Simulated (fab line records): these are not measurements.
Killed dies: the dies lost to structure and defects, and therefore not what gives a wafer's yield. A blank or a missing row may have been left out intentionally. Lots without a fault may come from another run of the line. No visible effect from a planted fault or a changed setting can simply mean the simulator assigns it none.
Chamber matching :: flow n5Finfet :: N5_FIN_SAQP_ETCH_67 on rieDiel-03: 4 sister chambers
The step etches SiNx in CH3F/O2, target depth 30 nm. 20 wafers are shown with their chamber, then 10 later ones without.

## WAFERS, EACH WITH ITS CHAMBER
wafer: L074.2
chamber: 1
drypumpMotorCurrentA (A): 6.3
throttleValvePct (%): 16.31
showerheadPlenumPTorr (Torr): 2.03

wafer: L074.3
chamber: 0
drypumpMotorCurrentA (A): 6.3
throttleValvePct (%): 16.45
showerheadPlenumPTorr (Torr): 1.98

wafer: L074.6
chamber: 3
drypumpMotorCurrentA (A): 5.9
throttleValvePct (%): 16.11
showerheadPlenumPTorr (Torr): 2.00

wafer: L075.1
chamber: 0
drypumpMotorCurrentA (A): 6.3
throttleValvePct (%): 16.43
showerheadPlenumPTorr (Torr): 1.98

wafer: L075.3
chamber: 1
drypumpMotorCurrentA (A): 6.3
throttleValvePct (%): 16.32
showerheadPlenumPTorr (Torr): 2.03

wafer: L075.5
chamber: 1
drypumpMotorCurrentA (A): 6.3
throttleValvePct (%): 16.32
showerheadPlenumPTorr (Torr): 2.03

wafer: L078.2
chamber: 0
drypumpMotorCurrentA (A): 6.2
throttleValvePct (%): 16.46
showerheadPlenumPTorr (Torr): 1.98

wafer: L078.4
chamber: 3
drypumpMotorCurrentA (A): 5.9
throttleValvePct (%): 16.12
showerheadPlenumPTorr (Torr): 2.00

wafer: L078.6
chamber: 2
drypumpMotorCurrentA (A): 5.5
throttleValvePct (%): 16.35
showerheadPlenumPTorr (Torr): 1.98

wafer: L083.3
chamber: 1
drypumpMotorCurrentA (A): 6.3
throttleValvePct (%): 16.37
showerheadPlenumPTorr (Torr): 2.03

wafer: L083.4
chamber: 2
drypumpMotorCurrentA (A): 5.5
throttleValvePct (%): 16.39
showerheadPlenumPTorr (Torr): 1.98

wafer: L083.5
chamber: 3
drypumpMotorCurrentA (A): 5.9
throttleValvePct (%): 16.14
showerheadPlenumPTorr (Torr): 2.00

wafer: L085.2
chamber: 2
drypumpMotorCurrentA (A): 5.4
throttleValvePct (%): 16.37
showerheadPlenumPTorr (Torr): 1.97

wafer: L085.3
chamber: 3
drypumpMotorCurrentA (A): 5.9
throttleValvePct (%): 16.14
showerheadPlenumPTorr (Torr): 2.00

wafer: L085.5
chamber: 1
drypumpMotorCurrentA (A): 6.3
throttleValvePct (%): 16.38
showerheadPlenumPTorr (Torr): 2.03

wafer: L089.4
chamber: 0
drypumpMotorCurrentA (A): 6.3
throttleValvePct (%): 16.51
showerheadPlenumPTorr (Torr): 1.97

wafer: L089.5
chamber: 2
drypumpMotorCurrentA (A): 5.5
throttleValvePct (%): 16.39
showerheadPlenumPTorr (Torr): 1.97

wafer: L089.6
chamber: 3
drypumpMotorCurrentA (A): 5.9
throttleValvePct (%): 16.15
showerheadPlenumPTorr (Torr): 1.99

wafer: L092.1
chamber: 3
drypumpMotorCurrentA (A): 5.9
throttleValvePct (%): 16.15
showerheadPlenumPTorr (Torr): 1.99

wafer: L092.2
chamber: 1
drypumpMotorCurrentA (A): 6.3
throttleValvePct (%): 16.39
showerheadPlenumPTorr (Torr): 2.02

SIGNATURES, as means of the wafers listed above
reading: drypumpMotorCurrentA
chamber 0: 6.275
chamber 1: 6.300
chamber 2: 5.475
chamber 3: 5.900
scatter within a chamber: 0.0306

reading: throttleValvePct
chamber 0: 16.4625
chamber 1: 16.3483
chamber 2: 16.3750
chamber 3: 16.1350
scatter within a chamber: 0.0276

reading: showerheadPlenumPTorr
chamber 0: 1.9775
chamber 1: 2.0283
chamber 2: 1.9750
chamber 3: 1.9967
scatter within a chamber: 0.00495
Rule: for a wafer and a chamber, the distance is found by dividing, reading by reading, the gap between the wafer's reading and the chamber's mean by the reading's scatter, squaring, summing and taking the root. If the next closest chamber is less than 2 further off than the closest, the wafer can't be placed; otherwise it belongs to the closest. The scatter: the root of (the sum of the squares of (reading less its chamber's mean) over the shown wafers, divided by (wafers less chambers)).

## WAFERS WITH NO CHAMBER GIVEN
wafer: L092.6
drypumpMotorCurrentA (A): 5.5
throttleValvePct (%): 16.40
showerheadPlenumPTorr (Torr): 1.97

wafer: L093.1
drypumpMotorCurrentA (A): 5.4
throttleValvePct (%): 16.41
showerheadPlenumPTorr (Torr): 1.97

wafer: L093.4
drypumpMotorCurrentA (A): 6.4
throttleValvePct (%): 16.38
showerheadPlenumPTorr (Torr): 2.02

wafer: L093.5
drypumpMotorCurrentA (A): 5.9
throttleValvePct (%): 16.16
showerheadPlenumPTorr (Torr): 1.99

wafer: L094.1
drypumpMotorCurrentA (A): 5.5
throttleValvePct (%): 16.42
showerheadPlenumPTorr (Torr): 1.97

wafer: L094.5
drypumpMotorCurrentA (A): 6.3
throttleValvePct (%): 16.41
showerheadPlenumPTorr (Torr): 2.02

wafer: L094.6
drypumpMotorCurrentA (A): 5.5
throttleValvePct (%): 16.40
showerheadPlenumPTorr (Torr): 1.97

wafer: L096.2
drypumpMotorCurrentA (A): 5.9
throttleValvePct (%): 16.18
showerheadPlenumPTorr (Torr): 1.99

wafer: L096.3
drypumpMotorCurrentA (A): 5.5
throttleValvePct (%): 16.44
showerheadPlenumPTorr (Torr): 1.97

wafer: L096.5
drypumpMotorCurrentA (A): 6.3
throttleValvePct (%): 16.51
showerheadPlenumPTorr (Torr): 1.96

## EACH ONE'S CHAMBER
wafer: L092.6
from the rows above: 2
in truth: 2

wafer: L093.1
from the rows above: 2
in truth: 2

wafer: L093.4
from the rows above: 1
in truth: 1

wafer: L093.5
from the rows above: 3
in truth: 3

wafer: L094.1
from the rows above: 2
in truth: 2

wafer: L094.5
from the rows above: 1
in truth: 1

wafer: L094.6
from the rows above: 2
in truth: 2

wafer: L096.2
from the rows above: 3
in truth: 3

wafer: L096.3
from the rows above: 2
in truth: 2

wafer: L096.5
from the rows above: 0
in truth: 0
Placed correctly: 10 of 10. From these rows, 0 cannot be placed. Placed wrongly: 0.
